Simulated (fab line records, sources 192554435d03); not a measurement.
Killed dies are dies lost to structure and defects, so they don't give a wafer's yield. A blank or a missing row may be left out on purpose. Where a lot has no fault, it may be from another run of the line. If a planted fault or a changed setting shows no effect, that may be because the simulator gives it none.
Chamber matching :: flow n5-finfet :: 4 sister chambers for N5_BEOL_M12_DESCUM_15 on rie-diel-03
The step chemistry O2, time 7.9 s. 8 wafers are shown with their chamber, then 7 later ones without.

== WAFERS WITH THEIR CHAMBER ==
wafer: L080.6
chamber: 3
showerhead-plenum-p-Torr (Torr): 2.19
throttle-valve-pct (%): 20.44

wafer: L083.2
chamber: 3
showerhead-plenum-p-Torr (Torr): 2.19
throttle-valve-pct (%): 20.47

wafer: L083.3
chamber: 1
showerhead-plenum-p-Torr (Torr): 2.20
throttle-valve-pct (%): 20.18

wafer: L088.3
chamber: 1
showerhead-plenum-p-Torr (Torr): 2.19
throttle-valve-pct (%): 20.21

wafer: L088.4
chamber: 0
showerhead-plenum-p-Torr (Torr): 1.97
throttle-valve-pct (%): 20.90

wafer: L088.5
chamber: 2
showerhead-plenum-p-Torr (Torr): 2.21
throttle-valve-pct (%): 20.26

wafer: L089.2
chamber: 0
showerhead-plenum-p-Torr (Torr): 1.97
throttle-valve-pct (%): 20.91

wafer: L089.3
chamber: 2
showerhead-plenum-p-Torr (Torr): 2.21
throttle-valve-pct (%): 20.27

== WAFERS WITHOUT THEIR CHAMBER ==
wafer: L089.5
showerhead-plenum-p-Torr (Torr): 2.21
throttle-valve-pct (%): 20.27

wafer: L086.1
showerhead-plenum-p-Torr (Torr): 2.21
throttle-valve-pct (%): 20.27

wafer: L086.3
showerhead-plenum-p-Torr (Torr): 1.97
throttle-valve-pct (%): 20.92

wafer: L086.4
showerhead-plenum-p-Torr (Torr): 2.18
throttle-valve-pct (%): 20.49

wafer: L093.3
showerhead-plenum-p-Torr (Torr): 2.18
throttle-valve-pct (%): 20.51

wafer: L093.4
showerhead-plenum-p-Torr (Torr): 2.18
throttle-valve-pct (%): 20.48

wafer: L093.6
showerhead-plenum-p-Torr (Torr): 2.20
throttle-valve-pct (%): 20.29

== CHAMBER TAKEN BY EACH ==
wafer: L089.5
from the rows above: 2
in truth: 2

wafer: L086.1
from the rows above: 2
in truth: 2

wafer: L086.3
from the rows above: 0
in truth: 0

wafer: L086.4
from the rows above: 3
in truth: 3

wafer: L093.3
from the rows above: 3
in truth: 3

wafer: L093.4
from the rows above: 3
in truth: 3

wafer: L093.6
from the rows above: 2
in truth: 2
Correctly placed: 7 of 7. Not placeable from these rows: 0. Placed wrongly: 0.
How it was worked out, from the rows above alone: a wafer's distance from a chamber is the root of the sum, over the readings, of the square of ((its reading less the chamber's mean) divided by the reading's scatter). The wafer belongs to the nearest chamber; if the next one is less than 2 further off, it can't be placed. A chamber's mean is the mean of its shown wafers. The scatter is the square root of a quotient: the sum, over the shown wafers, of each reading's squared deviation from its chamber's mean, divided by wafers minus chambers.
